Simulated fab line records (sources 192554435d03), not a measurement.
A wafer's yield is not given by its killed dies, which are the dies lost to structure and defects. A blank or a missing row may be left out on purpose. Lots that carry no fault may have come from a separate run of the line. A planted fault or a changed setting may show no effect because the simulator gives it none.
Chamber matching | flow n5Finfet | N5_STI_FIN_REVEAL_STRIP_24 on rieDiel-03 has 4 sister chambers
The step strips in N2/H2, time 90 s. 7 wafers are shown with their chamber, then 9 later ones without.

WAFERS, EACH WITH ITS CHAMBER
wafer  | chamber | showerheadPlenumPTorr (Torr) | drypumpMotorCurrentA (A)
L076.2 | 2       | 3.31                         | 5.9
L080.3 | 1       | 3.31                         | 6.7
L082.2 | 3       | 3.57                         | 5.7
L082.4 | 0       | 3.21                         | 5.5
L086.1 | 0       | 3.20                         | 5.5
L086.3 | 3       | 3.57                         | 5.6
L086.4 | 1       | 3.31                         | 6.8

WAFERS WITH NO CHAMBER GIVEN
wafer  | showerheadPlenumPTorr (Torr) | drypumpMotorCurrentA (A)
L089.1 | 3.20                         | 5.5
L089.3 | 3.56                         | 5.7
L089.5 | 3.20                         | 5.5
L095.2 | 3.30                         | 6.8
L095.3 | 3.20                         | 5.5
L095.5 | 3.30                         | 6.7
L096.1 | 3.56                         | 5.6
L096.2 | 3.30                         | 6.7
L096.5 | 3.20                         | 5.5

WHICH CHAMBER EACH ONE RAN IN
wafer  | from the rows above | in truth
L089.1 | 0                   | 0
L089.3 | 3                   | 3
L089.5 | 0                   | 0
L095.2 | 1                   | 1
L095.3 | 0                   | 0
L095.5 | 1                   | 1
L096.1 | 3                   | 3
L096.2 | 1                   | 1
L096.5 | 0                   | 0
Placed correctly: 9 of 9. Can't be placed from these rows: 0. Placed wrongly: 0.
How it was worked out, from the rows above alone: a wafer's distance from a chamber is the root of the sum, over the readings, of the square of ((its reading less the chamber's mean) divided by the reading's scatter). The wafer belongs to the nearest chamber; if the next one is less than 2 further off, it can't be placed. A chamber's mean is the mean of its shown wafers. The scatter: take each reading less its chamber's mean, square it, sum over the shown wafers, divide by the number of wafers less the number of chambers, and take the root.
